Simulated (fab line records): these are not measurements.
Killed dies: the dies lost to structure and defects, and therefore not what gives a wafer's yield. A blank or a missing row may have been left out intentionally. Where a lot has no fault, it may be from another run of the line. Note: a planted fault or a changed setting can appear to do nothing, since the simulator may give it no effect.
Split-lot experiment :: flow n5 finfet :: route with 1938 steps; 7 lots, 39 wafers read

SPLIT DETAILS
At N5_MOL_CONTACT_COAG_ETCH_15 (etches SiNx in CH3F/O2, stops on Si:P, target depth 7 nm), the setting target depth a was moved away from the recipe's 70 angstrom on 15 of the 39 wafers read, by -34.7% to +19.4%. This setting was run at the recipe's value on the other wafers.

There is no step in the file separating the split from the reading.

THE READING
SOC_of_MOL_CONTACT_COAG_COAT_103.thk nm (the simulator's own value, which no gauge read), in nm, at N5_MOL_CONTACT_COAG_ETCH_110 (etches Si in CF4/O2, target depth 2.5 nm, time 8 s). There is no usual value for it anywhere in the file. Here, 24 wafers ran the recipe; their average is 73.7 nm with a standard deviation of 0.24 nm.

wafer: L074.1
tool, chamber at the split: rie diel-06, 3
target depth a as run, angstrom: 51.42
against the recipe: -26.5%
SOC_of_MOL_CONTACT_COAG_COAT_103.thk nm, nm: 74.2
against lot-mates on the recipe: +0.8

wafer: L074.2
tool, chamber at the split: rie diel-06, 2
target depth a as run, angstrom: 70
against the recipe: recipe
SOC_of_MOL_CONTACT_COAG_COAT_103.thk nm, nm: 73.4
against lot-mates on the recipe: -

wafer: L074.3
tool, chamber at the split: rie diel-06, 0
target depth a as run, angstrom: 70
against the recipe: recipe
SOC_of_MOL_CONTACT_COAG_COAT_103.thk nm, nm: 73.2
against lot-mates on the recipe: -

wafer: L074.4
tool, chamber at the split: rie diel-06, 3,0
target depth a as run, angstrom: 51.42
against the recipe: -26.5%
SOC_of_MOL_CONTACT_COAG_COAT_103.thk nm, nm: 74.4
against lot-mates on the recipe: +1.0

wafer: L074.5
tool, chamber at the split: rie diel-06, 3,0
target depth a as run, angstrom: 51.42
against the recipe: -26.5%
SOC_of_MOL_CONTACT_COAG_COAT_103.thk nm, nm: 74.6
against lot-mates on the recipe: +1.2

wafer: L074.6
tool, chamber at the split: rie diel-06, 2
target depth a as run, angstrom: 70
against the recipe: recipe
SOC_of_MOL_CONTACT_COAG_COAT_103.thk nm, nm: 73.6
against lot-mates on the recipe: -

wafer: L076.1
tool, chamber at the split: rie diel-06, 0,3
target depth a as run, angstrom: 83.61
against the recipe: +19.4%
SOC_of_MOL_CONTACT_COAG_COAT_103.thk nm, nm: 73.4
against lot-mates on the recipe: -0.6

wafer: L076.3
tool, chamber at the split: rie diel-06, 2
target depth a as run, angstrom: 83.61
against the recipe: +19.4%
SOC_of_MOL_CONTACT_COAG_COAT_103.thk nm, nm: 73.4
against lot-mates on the recipe: -0.6

wafer: L076.2
tool, chamber at the split: rie diel-06, 0,3
target depth a as run, angstrom: 83.61
against the recipe: +19.4%
SOC_of_MOL_CONTACT_COAG_COAT_103.thk nm, nm: 73.2
against lot-mates on the recipe: -0.8

wafer: L076.4
tool, chamber at the split: rie diel-06, 0
target depth a as run, angstrom: 70
against the recipe: recipe
SOC_of_MOL_CONTACT_COAG_COAT_103.thk nm, nm: 74
against lot-mates on the recipe: -

wafer: L076.5
tool, chamber at the split: rie diel-06, 2,3
target depth a as run, angstrom: 70
against the recipe: recipe
SOC_of_MOL_CONTACT_COAG_COAT_103.thk nm, nm: 74
against lot-mates on the recipe: -

wafer: L076.6
tool, chamber at the split: rie diel-06, 2,3
target depth a as run, angstrom: 70
against the recipe: recipe
SOC_of_MOL_CONTACT_COAG_COAT_103.thk nm, nm: 74
against lot-mates on the recipe: -

wafer: L081.2
tool, chamber at the split: rie diel-06, 3,1
target depth a as run, angstrom: 70
against the recipe: recipe
SOC_of_MOL_CONTACT_COAG_COAT_103.thk nm, nm: 73.6
against lot-mates on the recipe: -

wafer: L081.4
tool, chamber at the split: rie diel-06, 3
target depth a as run, angstrom: 70
against the recipe: recipe
SOC_of_MOL_CONTACT_COAG_COAT_103.thk nm, nm: 73.4
against lot-mates on the recipe: -

wafer: L081.6
tool, chamber at the split: rie diel-06, 3,1
target depth a as run, angstrom: 70
against the recipe: recipe
SOC_of_MOL_CONTACT_COAG_COAT_103.thk nm, nm: 73.4
against lot-mates on the recipe: -

wafer: L084.1
tool, chamber at the split: rie diel-06, 0
target depth a as run, angstrom: 54.14
against the recipe: -22.7%
SOC_of_MOL_CONTACT_COAG_COAT_103.thk nm, nm: 74.8
against lot-mates on the recipe: +1.0

wafer: L084.2
tool, chamber at the split: rie diel-06, 2
target depth a as run, angstrom: 70
against the recipe: recipe
SOC_of_MOL_CONTACT_COAG_COAT_103.thk nm, nm: 73.8
against lot-mates on the recipe: -

wafer: L084.3
tool, chamber at the split: rie diel-06, 1
target depth a as run, angstrom: 70
against the recipe: recipe
SOC_of_MOL_CONTACT_COAG_COAT_103.thk nm, nm: 73.6
against lot-mates on the recipe: -

wafer: L084.4
tool, chamber at the split: rie diel-06, 0
target depth a as run, angstrom: 54.14
against the recipe: -22.7%
SOC_of_MOL_CONTACT_COAG_COAT_103.thk nm, nm: 74.6
against lot-mates on the recipe: +0.8

wafer: L084.5
tool, chamber at the split: rie diel-06, 1
target depth a as run, angstrom: 54.14
against the recipe: -22.7%
SOC_of_MOL_CONTACT_COAG_COAT_103.thk nm, nm: 74.4
against lot-mates on the recipe: +0.6

wafer: L084.6
tool, chamber at the split: rie diel-06, 2
target depth a as run, angstrom: 70
against the recipe: recipe
SOC_of_MOL_CONTACT_COAG_COAT_103.thk nm, nm: 74
against lot-mates on the recipe: -

wafer: L088.1
tool, chamber at the split: rie diel-06, 2
target depth a as run, angstrom: 81.94
against the recipe: +17.1%
SOC_of_MOL_CONTACT_COAG_COAT_103.thk nm, nm: 73
against lot-mates on the recipe: -0.9

wafer: L088.2
tool, chamber at the split: rie diel-06, 1,0
target depth a as run, angstrom: 81.94
against the recipe: +17.1%
SOC_of_MOL_CONTACT_COAG_COAT_103.thk nm, nm: 73.2
against lot-mates on the recipe: -0.7

wafer: L088.3
tool, chamber at the split: rie diel-06, 3
target depth a as run, angstrom: 70
against the recipe: recipe
SOC_of_MOL_CONTACT_COAG_COAT_103.thk nm, nm: 74
against lot-mates on the recipe: -

wafer: L088.5
tool, chamber at the split: rie diel-06, 0,3
target depth a as run, angstrom: 70
against the recipe: recipe
SOC_of_MOL_CONTACT_COAG_COAT_103.thk nm, nm: 74
against lot-mates on the recipe: -

wafer: L088.4
tool, chamber at the split: rie diel-06, 1,0
target depth a as run, angstrom: 81.94
against the recipe: +17.1%
SOC_of_MOL_CONTACT_COAG_COAT_103.thk nm, nm: 73.4
against lot-mates on the recipe: -0.5

wafer: L088.6
tool, chamber at the split: rie diel-06, 0,3
target depth a as run, angstrom: 70
against the recipe: recipe
SOC_of_MOL_CONTACT_COAG_COAT_103.thk nm, nm: 73.8
against lot-mates on the recipe: -

wafer: L093.1
tool, chamber at the split: rie diel-03, 1,2,1
target depth a as run, angstrom: 70
against the recipe: recipe
SOC_of_MOL_CONTACT_COAG_COAT_103.thk nm, nm: 73.6
against lot-mates on the recipe: -

wafer: L093.4
tool, chamber at the split: rie diel-03, 1,2,1
target depth a as run, angstrom: 70
against the recipe: recipe
SOC_of_MOL_CONTACT_COAG_COAT_103.thk nm, nm: 73.6
against lot-mates on the recipe: -

wafer: L093.2
tool, chamber at the split: rie diel-03, 2
target depth a as run, angstrom: 70
against the recipe: recipe
SOC_of_MOL_CONTACT_COAG_COAT_103.thk nm, nm: 73.8
against lot-mates on the recipe: -

wafer: L093.3
tool, chamber at the split: rie diel-03, 0
target depth a as run, angstrom: 70
against the recipe: recipe
SOC_of_MOL_CONTACT_COAG_COAT_103.thk nm, nm: 73.8
against lot-mates on the recipe: -

wafer: L093.5
tool, chamber at the split: rie diel-03, 1,2,1
target depth a as run, angstrom: 70
against the recipe: recipe
SOC_of_MOL_CONTACT_COAG_COAT_103.thk nm, nm: 73.4
against lot-mates on the recipe: -

wafer: L093.6
tool, chamber at the split: rie diel-03, 0
target depth a as run, angstrom: 70
against the recipe: recipe
SOC_of_MOL_CONTACT_COAG_COAT_103.thk nm, nm: 74
against lot-mates on the recipe: -

wafer: L097.1
tool, chamber at the split: rie diel-06, 2
target depth a as run, angstrom: 70
against the recipe: recipe
SOC_of_MOL_CONTACT_COAG_COAT_103.thk nm, nm: 73.8
against lot-mates on the recipe: -

wafer: L097.5
tool, chamber at the split: rie diel-06, 2
target depth a as run, angstrom: 70
against the recipe: recipe
SOC_of_MOL_CONTACT_COAG_COAT_103.thk nm, nm: 73.8
against lot-mates on the recipe: -

wafer: L097.2
tool, chamber at the split: rie diel-06, 0,3
target depth a as run, angstrom: 45.71
against the recipe: -34.7%
SOC_of_MOL_CONTACT_COAG_COAT_103.thk nm, nm: 75
against lot-mates on the recipe: +1.3

wafer: L097.3
tool, chamber at the split: rie diel-06, 0,3
target depth a as run, angstrom: 45.71
against the recipe: -34.7%
SOC_of_MOL_CONTACT_COAG_COAT_103.thk nm, nm: 75
against lot-mates on the recipe: +1.3

wafer: L097.4
tool, chamber at the split: rie diel-06, 1
target depth a as run, angstrom: 70
against the recipe: recipe
SOC_of_MOL_CONTACT_COAG_COAT_103.thk nm, nm: 73.4
against lot-mates on the recipe: -

wafer: L097.6
tool, chamber at the split: rie diel-06, 1
target depth a as run, angstrom: 45.71
against the recipe: -34.7%
SOC_of_MOL_CONTACT_COAG_COAT_103.thk nm, nm: 74.8
against lot-mates on the recipe: +1.1
Rows listing several chambers each stand for several wafers; the file does not say which wafer went through which chamber.

THE FIT
A straight line over all 39 wafers: SOC_of_MOL_CONTACT_COAG_COAT_103.thk nm changes by -0.0308 nm for each +1% of target depth a; r = -0.90; the points scatter about the line by 0.24 nm.
The same after taking each lot's own level away (the mean of its wafers on the recipe; 39 wafers): -0.037 nm for each +1%; r = -0.97; scatter 0.15 nm.
That fit puts the effect of the largest move of target depth a on the reading at 1.3 nm.
The lots' own levels span 73.40 to 74.00 nm, that is 2.5 times the standard deviation above.
Thus the slope moves with the lot-to-lot level: the two fits are different.
Check: with one of the wafers moved furthest among these (-34.7%) left out of the fit, the line predicts +1.27 nm for it against its lot-mates. It came out at +1.33 nm against them.

OTHER SPLITS ON THESE WAFERS
Before the reading, these wafers also passed through other splits. Each is held against what the fit with the lots' levels taken away leaves over:
other split on the same wafers: N5_FIN_SAQP_HM_DEP_72 time s
wafers away from the commonest value: 12
r with SOC_of_MOL_CONTACT_COAG_COAT_103.thk nm (lot level and that fit taken away): -0.21

other split on the same wafers: N5_SD_EPI_N_ETCH_45 target depth a
wafers away from the commonest value: 18
r with SOC_of_MOL_CONTACT_COAG_COAT_103.thk nm (lot level and that fit taken away): +0.15

other split on the same wafers: N5_SD_EPI_P_EPI_21 epi growth time s
wafers away from the commonest value: 18
r with SOC_of_MOL_CONTACT_COAG_COAT_103.thk nm (lot level and that fit taken away): -0.18

THE WHOLE CHAIN: every reading that the file lists as answering this split, in the file's order
step: N5_MOL_CONTACT_COAG_ETCH_15
what it does: etches SiNx in CH3F/O2, stops on Si:P, target depth 7 nm
reading: SOC_of_MOL_CONTACT_COAG_COAT_103.thk nm (the simulator's own value, which no gauge read)
change (the file's fit): -0.0376 nm for each +1% of the setting
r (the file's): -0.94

step: N5_MOL_CONTACT_COAG_ETCH_110
what it does: etches Si in CF4/O2, target depth 2.5 nm, time 8 s
reading: SOC_of_MOL_CONTACT_COAG_COAT_103.thk nm (the simulator's own value, which no gauge read)
change (the file's fit): -0.0369 nm for each +1% of the setting
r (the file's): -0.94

FILE'S OWN FIT
SOC_of_MOL_CONTACT_COAG_COAT_103.thk nm changes by -0.0369 nm for each +1% of target depth a, r = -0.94.
